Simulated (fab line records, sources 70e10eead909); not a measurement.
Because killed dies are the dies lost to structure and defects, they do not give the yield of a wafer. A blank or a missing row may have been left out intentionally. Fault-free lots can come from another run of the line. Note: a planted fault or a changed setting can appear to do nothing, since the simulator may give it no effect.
Which of the tools did it?    flow nand harc    11 lots with 33 wafers sampled at 2 steps, on a route of 1302 steps

## WHAT THE GAUGES READ, wafer by wafer
NHARC_A_SOURCE_PLATE_THK_MEAS_06: measures by ellipsometry.
lot   measured      on             thk nm (nm)
L074  day 8 08:11   film metro-01  202.4 203.5 204.2
L076  day 9 00:23   film metro-01  200.5 198.4 202.5
L079  day 10 05:14  film metro-01  198.2 196.2 196.7
L081  day 10 12:22  film metro-01  202.3 201.4 203.2
L083  day 11 06:19  film metro-02  201.0 199.9 199.8
L085  day 12 07:46  film metro-01  200.2 200.2 198.9
L087  day 13 00:00  film metro-02  197.3 198.7 198.8
L089  day 13 23:25  film metro-01  201.2 202.0 199.0
L091  day 15 00:12  film metro-01  200.5 200.2 203.5
L094  day 15 22:44  film metro-02  202.5 201.7 201.1
L096  day 17 04:28  film metro-02  198.7 199.5 200.2

## EACH LOT AND THE TOOL THAT RAN IT (in order: tool; ch and the chambers of the sampled wafers; start)
lot   NHARC_P_BONDPAD_DESCUM_11
L074  rie diel-13 ch 0,1,2, day 7 07:29
L076  rie diel-09 ch 0,1,2, day 8 00:10
L079  rie diel-13 ch 0,2, day 9 02:38
L081  rie diel-07 ch 0,3, day 9 10:31
L083  rie diel-13 ch 0,1, day 10 04:58
L085  rie diel-13 ch 1,2, day 11 04:59
L087  rie diel-07 ch 1,2,3, day 11 23:15
L089  rie diel-13 ch 1,3, day 12 21:33
L091  rie diel-07 ch 0,3, day 13 22:49
L094  rie diel-07 ch 1,2,3, day 14 18:47
L096  rie diel-07 ch 0,1,2, day 15 20:02
- NHARC_P_BONDPAD_DESCUM_11: chemistry O2, time 3 s.

## THE ANSWER, worked out from the rows above alone
Rule: what is usual is taken from the lots themselves. Put in order of their means at a reading, lots are off if they are a third of the lots or fewer, leave a main group of 4 or more, and stand apart from it by a gap of 3 or more times the standard deviation of the main group's means; of several such gaps the widest counts. A main group whose means are all the same, to the digits that the tables above print for the reading, isn't used. Also off: a lot with no number at a reading for which 4 or more lots have one. The other lots that the step has rows for count as sound.
Nothing can be told from this: no lot is off at any reading shown.

## WHAT THE SIMULATOR HAD PUT IN
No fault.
